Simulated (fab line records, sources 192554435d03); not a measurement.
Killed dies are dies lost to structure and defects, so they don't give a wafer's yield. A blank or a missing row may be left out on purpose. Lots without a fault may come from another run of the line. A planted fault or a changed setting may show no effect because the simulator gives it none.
fab line records | flow n5_finfet | part 1 of 2: steps 1 to 30 of 43
record lots=5 wafers=15 last_day=17
route steps=1938 shown WELL_APT@22 PMOS_HMC_CHANNEL_EPI@57
lots that met no fault: from a run of the same line without faults
start_h: hours from the record's first day to the start of the lot's first wafer shown | wait_h: hours since the lot's step before | " the same as in the row above | L1.1+2: a row that stands for several wafers | - no value, or no start given | * or withheld: withheld | < > ~ a bound
route shown NAME@n: a module of which the file shows steps, and the number in the route of the first | usual: mean/standard deviation of fault-free wafers | same: alike in all rows | chamber/n: place in a boat | sites: the reading at each site | _std_site: their standard deviation | _edge_site: outer sites' mean less inner sites' | radius_mm: how far each site lies from the wafer's centre | mask NAME#n: copy n | behind: the tool/chamber that last shaped the wafer | hold: why the lot was held/for how many hours/how that ended | device: the transistor (n, p or np) that didn't switch | end of line: the same wafers' tests at the end of the route | a step without rows: its recipe alone | killed: dies lost to structure and defects at the first sort, not the wafer's yield | map: a wafer's dies, x killed, . not, _ none there
set.NAME: the setting as run; set.NAME@STEP: as run at that earlier step | model.NAME: the simulator's own value behind a step, which no gauge read
lots at some steps of the route; a table a step, a row a wafer
services: from which hour (start_h, from the record's first day; less than 0 if before it) a tool's chamber was out of use, for how many hours, and why
## steps
# step N5_WELL_APT_EBR_04
# recipe solvent=PGMEA ebr_width_mm=1.5
# columns lot.wafer tool chamber start_h wait_h
L079.2+4+6 litho_track-01 0 - -
L083.1+4+5 litho_track-03 0 - -
L084.2+3+4 litho_track-02 0 - -
L093.1+2+4 litho_track-03 0 - -
L095.3+5+6 litho_track-01 0 - -
# step N5_WELL_APT_SOFTBAKE_03
# recipe temp_c=130 time_s=60
# columns lot.wafer tool chamber start_h wait_h
L079.2+4+6 litho_track-01 0 - -
L083.1+4+5 litho_track-03 0 - -
L084.2+3+4 litho_track-02 0 - -
L093.1+2+4 litho_track-03 0 - -
L095.3+5+6 litho_track-01 0 - -
# step N5_WELL_APT_EXPOSE_05
# recipe mask_id=NWELL na=0.8 source_shape=conventional sigma_outer=0.8 polarization=unpolarized defocus_nm=0 target_cd_nm=200 dose_mj=20.3
# usual reticle_temp_C=22.97/0.098
# columns lot.wafer tool chamber start_h wait_h mask reticle_temp_C
L079.2 krf_scanner-01 0 43.53 - NWELL#0 23.09
L079.4 " 0 " " NWELL#0 22.97
L079.6 " 0 " " NWELL#0 23.04
L083.1 krf_scanner-01 0 68.47 - NWELL#0 23.00
L083.4 " 0 " " NWELL#0 22.92
L083.5 " 0 " " NWELL#0 22.85
L084.2 krf_scanner-01 0 73.51 - NWELL#0 22.89
L084.3 " 0 " " NWELL#0 23.04
L084.4 " 0 " " NWELL#0 22.89
L093.1 krf_scanner-02 0 127.51 - NWELL#0 22.96
L093.2 " 0 " " NWELL#0 22.92
L093.4 " 0 " " NWELL#0 22.81
L095.3 krf_scanner-02 0 139.42 - NWELL#0 22.96
L095.5 " 0 " " NWELL#0 22.81
L095.6 " 0 " " NWELL#0 22.77
# step N5_WELL_APT_PEB_06
# recipe peb_temp_c=130 peb_time_s=90
# columns lot.wafer tool chamber start_h wait_h
L079.2+4+6 litho_track-03 0 43.58 0.0
L083.1+4+5 litho_track-02 0 68.53 0.1
L084.2+3+4 litho_track-02 0 73.57 0.0
L093.1+2+4 litho_track-03 0 127.57 0.1
L095.3+5+6 litho_track-02 0 139.47 0.0
# step N5_WELL_APT_DEVELOP_07
# recipe develop_time_s=45 rinse_liquid=surfactant_rinse dry=air_spin dev_temp_c=21
# columns lot.wafer tool chamber start_h wait_h
L079.2+4+6 litho_track-03 0 - -
L083.1+4+5 litho_track-02 0 - -
L084.2+3+4 litho_track-02 0 - -
L093.1+2+4 litho_track-03 0 - -
L095.3+5+6 litho_track-02 0 - -
# step N5_WELL_APT_HARDBAKE_12
# recipe temp_c=130 time_s=120
# columns lot.wafer tool chamber start_h wait_h
L079.2+4+6 litho_track-03 0 - -
L083.1+4+5 litho_track-02 0 - -
L084.2+3+4 litho_track-02 0 - -
L093.1+2+4 litho_track-03 0 - -
L095.3+5+6 litho_track-02 0 - -
# step N5_WELL_APT_CD_MEAS_08
# recipe target_cd_nm=200 landing_energy_ev=500 detector=se_inlens
# usual cd_nm=199.6/2
# columns lot.wafer tool chamber start_h wait_h cd_nm
L079.2 cd_sem-01 0 43.70 - 198.4
L079.4 " 0 " " 199.1
L079.6 " 0 " " 200.4
L083.1 cd_sem-01 0 68.65 - 198.8
L083.4 " 0 " " 200.5
L083.5 " 0 " " 198.0
L084.2 cd_sem-02 0 73.68 - 200.1
L084.3 " 0 " " 201.1
L084.4 " 0 " " 200.1
L093.1 cd_sem-02 0 127.68 - 200.2
L093.2 " 0 " " 198.7
L093.4 " 0 " " 198.4
L095.3 cd_sem-02 0 139.58 - 201.9
L095.5 " 0 " " 200.0
L095.6 " 0 " " 204.5
# step N5_WELL_APT_OVL_MEAS_09
# recipe points_per_wafer=44
# usual NWELL_OVL=-4/4.5
# columns lot.wafer tool chamber start_h wait_h NWELL_OVL[nm]
L079.2 overlay-02 0 43.73 0.0 8
L079.4 " 0 " " 1
L079.6 " 0 " " 3
L083.1 overlay-01 0 68.68 0.0 0
L083.4 " 0 " " -1
L083.5 " 0 " " -4
L084.2 overlay-02 0 73.71 0.0 3
L084.3 " 0 " " -3
L084.4 " 0 " " -4
L093.1 overlay-02 0 127.71 0.0 -6
L093.2 " 0 " " -9
L093.4 " 0 " " -7
L095.3 overlay-01 0 139.61 0.0 -7
L095.5 " 0 " " -8
L095.6 " 0 " " -1
# step N5_WELL_APT_INSPECT_10
# recipe mode=adi inspect_instrument=macro
# usual raw_defect_count=2.0/1.4
# columns lot.wafer tool chamber start_h wait_h raw_defect_count
L079.2 defect_inspect-02 - 43.75 0.0 2
L079.4 " - " " 3
L079.6 " - " " 2
L083.1 defect_inspect-01 - 68.79 0.1 2
L083.4 " - " " 5
L083.5 " - " " 2
L084.2 defect_inspect-01 - 73.73 0.0 1
L084.3 " - " " 4
L084.4 " - " " 1
L093.1 defect_inspect-02 - 127.73 0.0 3
L093.2 " - " " 4
L093.4 " - " " 2
L095.3 defect_inspect-01 - 139.63 0.0 3
L095.5 " - " " 2
L095.6 " - " " 1
# step N5_WELL_APT_DESCUM_13
# recipe chemistry=O2 time_s=7.9 source_power_w=50 bias_power_w=20 pressure_mtorr=20 rf_frequency_hz=2.712e+07 temp_c=40 o2_flow_sccm=225
# usual bias_power_w=20.00/0.055 drypump_motor_current_A=5.7/0.54 oes_product_au=0.78/0.081 rf_vpp_V=243.7/1.3 showerhead_plenum_p_Torr=2.12/0.061 throttle_valve_pct=20.54/0.22
# columns lot.wafer tool chamber start_h wait_h bias_power_w drypump_motor_current_A oes_product_au rf_hours_counter_h rf_vpp_V showerhead_plenum_p_Torr throttle_valve_pct
L079.2 rie_diel-01 2 43.79 0.0 20.05 6.1 0.78 142 245.0 2.20 20.61
L079.4 " 3 " " 20.06 5.2 0.76 161 243.6 2.19 20.95
L079.6 " 1 " " 20.01 5.9 0.69 - 241.1 2.07 20.63
L083.1 rie_diel-01 2 68.82 0.0 19.91 6.1 0.77 150 245.7 2.20 20.62
L083.4 " 1 " " 20.04 5.9 0.69 228 244.4 2.07 20.66
L083.5 " 1 " " 20.08 5.9 0.68 - 242.8 2.07 20.65
L084.2 rie_diel-05 2 73.77 0.0 20.02 5.1 0.72 183 244.2 2.16 20.58
L084.3 " 0 " " 19.96 6.6 0.70 203 244.2 2.07 20.28
L084.4 " 1 " " 19.89 5.7 0.84 58 243.8 2.20 20.47
L093.1 rie_diel-06 3 127.77 0.0 20.06 5.8 0.75 146 244.1 2.10 20.68
L093.2 " 0 " " 19.95 4.9 0.90 32 242.9 2.07 20.56
L093.4 " 1 " " 20.01 5.2 0.75 136 242.6 2.09 20.25
L095.3 rie_diel-05 1 140.03 0.4 20.10 5.7 0.80 82 244.5 2.20 20.52
L095.5 " 0 " " 20.03 6.6 0.69 - 242.4 2.06 20.31
L095.6 " 3 " " 20.05 5.7 0.88 - 245.5 2.21 19.97
# step N5_WELL_APT_IMPLANT_14
# recipe species=P energy_kev=160 dose_cm2=1.5e+13 tilt_deg=0 rotation_deg=0
# usual beam_on_s=9.99/0.22 rotation_deg=-0.004/0.02
# columns lot.wafer tool chamber start_h wait_h beam_on_s rotation_deg
L079.2 implanter-02 0 43.94 0.1 9.79 -0.021
L079.4 " 0 " " 10.34 0.019
L079.6 " 0 " " 10.17 0.024
L083.1 implanter-01 0 68.92 0.1 9.89 -0.009
L083.4 " 0 " " 10.06 -0.048
L083.5 " 0 " " 10.09 -0.028
L084.2 implanter-02 0 73.90 0.1 10.00 -0.004
L084.3 " 0 " " 10.20 0.007
L084.4 " 0 " " 10.43 0.001
L093.1 implanter-01 0 127.87 0.1 9.82 -0.008
L093.2 " 0 " " 9.77 0.013
L093.4 " 0 " " 9.65 0.005
L095.3 implanter-02 0 140.19 0.1 10.06 -0.003
L095.5 " 0 " " 9.55 0.009
L095.6 " 0 " " 10.16 0.001
# step N5_WELL_APT_IMPLANT_15
# recipe species=As energy_kev=25 dose_cm2=1.5e+13 tilt_deg=0 rotation_deg=0
# usual beam_on_s=9.99/0.19 rotation_deg=0.001/0.02
# columns lot.wafer tool chamber start_h wait_h beam_on_s rotation_deg
L079.2 implanter-02 0 44.30 0.3 9.79 0.000
L079.4 " 0 " " 10.39 0.012
L079.6 " 0 " " 10.04 0.002
L083.1 implanter-01 0 69.10 0.1 9.75 0.000
L083.4 " 0 " " 10.05 -0.001
L083.5 " 0 " " 10.13 -0.020
L084.2 implanter-02 0 74.08 0.1 9.81 0.003
L084.3 " 0 " " 9.82 0.009
L084.4 " 0 " " 10.17 0.020
L093.1 implanter-01 0 128.05 0.1 10.18 -0.025
L093.2 " 0 " " 9.97 -0.027
L093.4 " 0 " " 10.17 0.010
L095.3 implanter-02 0 140.37 0.1 9.88 -0.012
L095.5 " 0 " " 10.06 -0.006
L095.6 " 0 " " 9.99 0.005
# step N5_WELL_APT_STRIP_16
# recipe chemistry=SPM time_s=900 temp_c=130 h2so4_h2o2_vol_ratio=4 dry=ipa_marangoni
# columns lot.wafer tool chamber start_h wait_h
L079.2+4+6 wet_bench-03 1,2,3 44.63 0.3
L083.1+4+5 wet_bench-03 1,0,6 69.31 0.2
L084.2+3+4 wet_bench-05 5,4,3 74.25 0.1
L093.1+2+4 wet_bench-02 3,2,7 128.25 0.2
L095.3+5+6 wet_bench-05 6,3,1 140.53 0.1
# step N5_WELL_APT_HMDS_18
# recipe time_s=60 temp_c=120
# columns lot.wafer tool chamber start_h wait_h
L079.2+4+6 litho_track-01 0 44.91 0.0
L083.1+4+5 litho_track-01 0 69.58 0.0
L084.2+3+4 litho_track-03 0 74.53 0.0
L093.1+2+4 litho_track-01 0 128.53 0.0
L095.3+5+6 litho_track-01 0 140.81 0.0
# step N5_WELL_APT_COAT_19
# recipe spin_rpm=1357 resist_thk_nm=950
# columns lot.wafer tool chamber start_h wait_h
L079.2+4+6 litho_track-01 0 - -
L083.1+4+5 litho_track-01 0 - -
L084.2+3+4 litho_track-03 0 - -
L093.1+2+4 litho_track-01 0 - -
L095.3+5+6 litho_track-01 0 - -
# step N5_WELL_APT_EBR_21
# recipe solvent=PGMEA ebr_width_mm=1.5
# columns lot.wafer tool chamber start_h wait_h
L079.2+4+6 litho_track-01 0 - -
L083.1+4+5 litho_track-01 0 - -
L084.2+3+4 litho_track-03 0 - -
L093.1+2+4 litho_track-01 0 - -
L095.3+5+6 litho_track-01 0 - -
# step N5_WELL_APT_SOFTBAKE_20
# recipe temp_c=130 time_s=60
# columns lot.wafer tool chamber start_h wait_h
L079.2+4+6 litho_track-01 0 - -
L083.1+4+5 litho_track-01 0 - -
L084.2+3+4 litho_track-03 0 - -
L093.1+2+4 litho_track-01 0 - -
L095.3+5+6 litho_track-01 0 - -
# step N5_WELL_APT_EXPOSE_22
# recipe mask_id=PWELL na=0.8 source_shape=conventional sigma_outer=0.8 polarization=unpolarized defocus_nm=0 target_cd_nm=200 dose_mj=23.2
# usual reticle_temp_C=22.97/0.096
# columns lot.wafer tool chamber start_h wait_h mask reticle_temp_C
L079.2 krf_scanner-02 0 45.01 - PWELL#0 22.92
L079.4 " 0 " " PWELL#0 22.97
L079.6 " 0 " " PWELL#0 23.04
L083.1 krf_scanner-02 0 69.68 - PWELL#0 23.04
L083.4 " 0 " " PWELL#0 23.07
L083.5 " 0 " " PWELL#0 22.99
L084.2 krf_scanner-01 0 74.76 - PWELL#0 23.03
L084.3 " 0 " " PWELL#0 22.93
L084.4 " 0 " " PWELL#0 23.05
L093.1 krf_scanner-01 0 128.75 - PWELL#0 23.14
L093.2 " 0 " " PWELL#0 22.90
L093.4 " 0 " " PWELL#0 23.04
L095.3 krf_scanner-01 0 141.05 - PWELL#0 23.04
L095.5 " 0 " " PWELL#0 22.98
L095.6 " 0 " " PWELL#0 22.81
# step N5_WELL_APT_PEB_23
# recipe peb_temp_c=130 peb_time_s=90
# columns lot.wafer tool chamber start_h wait_h
L079.2+4+6 litho_track-03 0 45.06 0.0
L083.1+4+5 litho_track-02 0 69.74 0.1
L084.2+3+4 litho_track-03 0 74.81 0.0
L093.1+2+4 litho_track-03 0 128.81 0.1
L095.3+5+6 litho_track-03 0 141.10 0.0
# step N5_WELL_APT_DEVELOP_24
# recipe develop_time_s=45 rinse_liquid=surfactant_rinse dry=air_spin dev_temp_c=21
# columns lot.wafer tool chamber start_h wait_h
L079.2+4+6 litho_track-03 0 - -
L083.1+4+5 litho_track-02 0 - -
L084.2+3+4 litho_track-03 0 - -
L093.1+2+4 litho_track-03 0 - -
L095.3+5+6 litho_track-03 0 - -
# step N5_WELL_APT_HARDBAKE_29
# recipe temp_c=130 time_s=120
# columns lot.wafer tool chamber start_h wait_h
L079.2+4+6 litho_track-03 0 - -
L083.1+4+5 litho_track-02 0 - -
L084.2+3+4 litho_track-03 0 - -
L093.1+2+4 litho_track-03 0 - -
L095.3+5+6 litho_track-03 0 - -
# step N5_WELL_APT_CD_MEAS_25
# recipe target_cd_nm=200 landing_energy_ev=500 detector=se_inlens
# usual cd_nm=201.0/1.7
# columns lot.wafer tool chamber start_h wait_h cd_nm
L079.2 cd_sem-01 0 45.18 - 199.7
L079.4 " 0 " " 198.6
L079.6 " 0 " " 199.8
L083.1 cd_sem-03 0 69.85 - 196.6
L083.4 " 0 " " 198.7
L083.5 " 0 " " 200.4
L084.2 cd_sem-01 0 74.93 - 198.6
L084.3 " 0 " " 198.4
L084.4 " 0 " " 201.9
L093.1 cd_sem-01 0 128.92 - 199.9
L093.2 " 0 " " 202.4
L093.4 " 0 " " 201.1
L095.3 cd_sem-02 0 141.21 - 203.1
L095.5 " 0 " " 201.6
L095.6 " 0 " " 198.1
# step N5_WELL_APT_OVL_MEAS_26
# recipe points_per_wafer=44
# usual PWELL_OVL=-2/4.8
# columns lot.wafer tool chamber start_h wait_h PWELL_OVL[nm]
L079.2 overlay-02 0 45.21 0.0 1
L079.4 " 0 " " -6
L079.6 " 0 " " 0
L083.1 overlay-02 0 69.88 0.0 -9
L083.4 " 0 " " -3
L083.5 " 0 " " -13
L084.2 overlay-01 0 74.96 0.0 7
L084.3 " 0 " " 1
L084.4 " 0 " " -7
L093.1 overlay-01 0 128.96 0.0 1
L093.2 " 0 " " 1
L093.4 " 0 " " 3
L095.3 overlay-01 0 141.24 0.0 1
L095.5 " 0 " " 0
L095.6 " 0 " " -2
# step N5_WELL_APT_INSPECT_27
# recipe mode=adi inspect_instrument=macro
# usual raw_defect_count=2.0/1.4
# columns lot.wafer tool chamber start_h wait_h raw_defect_count
L079.2 defect_inspect-02 - 45.23 0.0 2
L079.4 " - " " 2
L079.6 " - " " 1
L083.1 defect_inspect-01 - 69.91 0.0 2
L083.4 " - " " 2
L083.5 " - " " 1
L084.2 defect_inspect-01 - 74.98 0.0 1
L084.3 " - " " 1
L084.4 " - " " 3
L093.1 defect_inspect-02 - 128.98 0.0 2
L093.2 " - " " 2
L093.4 " - " " 2
L095.3 defect_inspect-01 - 141.27 0.0 2
L095.5 " - " " 5
L095.6 " - " " 1
# step N5_WELL_APT_DESCUM_30
# recipe chemistry=O2 time_s=7.9 source_power_w=50 bias_power_w=20 pressure_mtorr=20 rf_frequency_hz=2.712e+07 temp_c=40 o2_flow_sccm=225
# usual bias_power_w=19.99/0.067 drypump_motor_current_A=5.7/0.54 oes_product_au=0.78/0.073 rf_vpp_V=243.7/1.3 showerhead_plenum_p_Torr=2.13/0.063 throttle_valve_pct=20.53/0.25
# columns lot.wafer tool chamber start_h wait_h bias_power_w drypump_motor_current_A oes_product_au rf_hours_counter_h rf_vpp_V showerhead_plenum_p_Torr throttle_valve_pct
L079.2 rie_diel-06 2 45.27 0.0 19.96 6.6 0.73 183 245.4 2.17 20.54
L079.4 " 3 " " 19.90 5.7 0.77 119 243.2 2.11 20.64
L079.6 " 2 " " 19.93 6.6 0.74 - 245.5 2.17 20.56
L083.1 rie_diel-01 1 69.94 0.0 20.07 5.9 0.68 228 242.2 2.07 20.65
L083.4 " 0 " " 20.03 5.1 0.89 22 242.4 2.05 20.36
L083.5 " 3 " " 20.07 5.3 0.75 - 244.5 2.18 20.96
L084.2 rie_diel-06 1 75.01 0.0 19.92 5.2 0.77 119 242.1 2.10 20.23
L084.3 " 2 " " 19.94 6.6 0.73 193 244.2 2.17 20.57
L084.4 " 2 " " 19.94 6.6 0.72 - 243.3 2.17 20.56
L093.1 rie_diel-05 0 129.05 0.1 20.02 6.6 0.70 221 242.5 2.06 20.31
L093.2 " 2 " " 20.02 5.1 0.70 200 243.7 2.16 20.61
L093.4 " 3 " " 19.78 5.7 0.89 31 245.0 2.21 19.97
L095.3 rie_diel-05 1 141.30 0.0 20.09 5.8 0.80 83 245.9 2.20 20.50
L095.5 " 0 " " 19.97 6.6 0.69 - 240.8 2.06 20.31
L095.6 " 1 " " 20.01 5.7 0.81 - 244.5 2.20 20.51
# step N5_WELL_APT_IMPLANT_31
# recipe species=B energy_kev=60 dose_cm2=1.5e+13 tilt_deg=0 rotation_deg=0
# usual beam_on_s=10.01/0.19 rotation_deg=-0.003/0.02
# columns lot.wafer tool chamber start_h wait_h beam_on_s rotation_deg
L079.2 implanter-01 0 45.40 0.1 9.89 -0.010
L079.4 " 0 " " 10.39 -0.021
L079.6 " 0 " " 10.02 -0.040
L083.1 implanter-02 0 70.04 0.1 9.71 -0.024
L083.4 " 0 " " 10.03 -0.003
L083.5 " 0 " " 10.01 0.025
L084.2 implanter-01 0 75.14 0.1 10.16 -0.002
L084.3 " 0 " " 10.12 -0.017
L084.4 " 0 " " 10.02 -0.025
L093.1 implanter-01 0 129.15 0.1 10.27 -0.023
L093.2 " 0 " " 9.79 -0.017
L093.4 " 0 " " 9.70 -0.020
L095.3 implanter-01 0 141.46 0.1 9.82 -0.001
L095.5 " 0 " " 9.94 -0.016
L095.6 " 0 " " 9.80 -0.002
# step N5_WELL_APT_IMPLANT_32
# recipe species=BF2 energy_kev=50 dose_cm2=2e+13 tilt_deg=0 rotation_deg=0
# usual beam_on_s=9.98/0.19 rotation_deg=0.003/0.018
# columns lot.wafer tool chamber start_h wait_h beam_on_s rotation_deg
L079.2 implanter-01 0 45.58 0.1 9.80 0.012
L079.4 " 0 " " 10.01 0.022
L079.6 " 0 " " 9.93 0.000
L083.1 implanter-02 0 70.40 0.3 10.02 0.020
L083.4 " 0 " " 9.90 -0.009
L083.5 " 0 " " 10.09 0.021
L084.2 implanter-01 0 75.32 0.1 10.26 -0.003
L084.3 " 0 " " 10.04 -0.003
L084.4 " 0 " " 10.20 0.000
L093.1 implanter-01 0 129.33 0.1 9.52 0.009
L093.2 " 0 " " 10.00 0.005
L093.4 " 0 " " 10.17 0.001
L095.3 implanter-01 0 141.64 0.1 9.90 -0.001
L095.5 " 0 " " 9.82 0.000
L095.6 " 0 " " 10.05 0.033
# step N5_WELL_APT_STRIP_33
# recipe chemistry=SPM time_s=900 temp_c=130 h2so4_h2o2_vol_ratio=4 dry=ipa_marangoni
# columns lot.wafer tool chamber start_h wait_h
L079.2+4+6 wet_bench-05 4,6,7 45.75 0.1
L083.1+4+5 wet_bench-02 2,1,3 70.79 0.3
L084.2+3+4 wet_bench-02 3,2,4 75.50 0.1
L093.1+2+4 wet_bench-05 7,1,2 129.54 0.2
L095.3+5+6 wet_bench-03 0,3,6 141.79 0.1
# step N5_WELL_APT_RTA_34
# recipe temp_c=1000 time_s=10 ambient=N2 idle_temp_c=600 ramp_up_c_per_s=150 ramp_down_c_per_s=60 cool_to_c=600
# usual lamp_power_pct=13.01/0.054 wafer_temp_C_max=1003.7/1.1
# columns lot.wafer tool chamber start_h wait_h lamp_power_pct wafer_temp_C_max
L079.2 rtp_anneal-01 0 46.12 0.1 13.09 1003.1
L079.4 " 0 " " 13.01 1004.0
L079.6 " 0 " " 12.96 1004.0
L083.1 rtp_anneal-02 0 71.09 0.0 12.86 1004.3
L083.4 " 0 " " 13.13 1002.4
L083.5 " 0 " " 12.98 1005.8
L084.2 rtp_anneal-02 0 75.79 0.0 13.06 1002.7
L084.3 " 0 " " 13.04 1001.5
L084.4 " 0 " " 13.01 1004.4
L093.1 rtp_anneal-01 0 129.81 0.0 13.03 1004.0
L093.2 " 0 " " 13.02 1002.0
L093.4 " 0 " " 12.92 1006.7
L095.3 rtp_anneal-02 0 142.10 0.1 12.97 1003.7
L095.5 " 0 " " 13.00 1007.1
L095.6 " 0 " " 12.97 1002.7
# step N5_WELL_APT_OXIDE_STRIP_42
# recipe chemistry=dHF dilution=25:1 time_s=45 temp_c=25 target=SiO2 target_depth_a=120
# columns lot.wafer tool chamber start_h wait_h
L079.2+4+6 wet_bench-03 4,6,0 46.24 0.1
L083.1+4+5 wet_bench-02 7,1,0 71.23 0.1
L084.2+3+4 wet_bench-02 5,1,6 75.92 0.1
L093.1+2+4 wet_bench-02 5,7,0 129.96 0.1
L095.3+5+6 wet_bench-02 2,6,3 142.22 0.1
